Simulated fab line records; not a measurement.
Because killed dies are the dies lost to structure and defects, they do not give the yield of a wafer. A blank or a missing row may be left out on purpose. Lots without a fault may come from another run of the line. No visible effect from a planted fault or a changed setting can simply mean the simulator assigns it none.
Chamber matching | flow n5Finfet | 4 sister chambers for N5_BEOL_M3_ALD_98 on aldSin-02
The step deposits SiO2, target thk 2.5 nm, pulse time 1 s, co reactant pulse time 1 s. 4 wafers are shown with their chamber, then 9 later ones without.

EACH WAFER AND ITS CHAMBER
wafer  | chamber | heaterPowerW (W)
L084.5 | 3       | 95
L090.2 | 2       | 68
L090.3 | 1       | 82
L090.5 | 0       | 91

WAFERS MISSING THEIR CHAMBER
wafer  | heaterPowerW (W)
L094.2 | 97
L094.4 | 96
L094.5 | 67
L096.3 | 82
L096.5 | 91
L096.6 | 94
L097.1 | 92
L097.3 | 81
L097.4 | 70

WHICH CHAMBER EACH ONE RAN IN
wafer  | from the rows above     | in truth
L094.2 | 3                       | 3
L094.4 | 3                       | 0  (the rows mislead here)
L094.5 | 2                       | 2
L096.3 | 1                       | 1
L096.5 | 0                       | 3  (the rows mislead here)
L096.6 | can't be placed: 3 or 0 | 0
L097.1 | can't be placed: 0 or 3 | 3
L097.3 | 1                       | 1
L097.4 | 2                       | 2
5 of 9 placed correctly. Unplaceable from these rows: 2, with the true chamber sitting among the candidates in 2. 2 placed wrongly.
How it was worked out, from the rows above alone: a wafer's distance from a chamber is the root of the sum, over the readings, of the square of ((its reading less the chamber's mean) divided by the reading's scatter). If the next closest chamber is less than 2 further off than the closest, the wafer can't be placed; otherwise it belongs to the closest. Each chamber's mean is taken over the wafers shown for it. The scatter: with one shown wafer a chamber, the root of the mean of the squares of how far each hidden wafer lies from its nearest shown one.
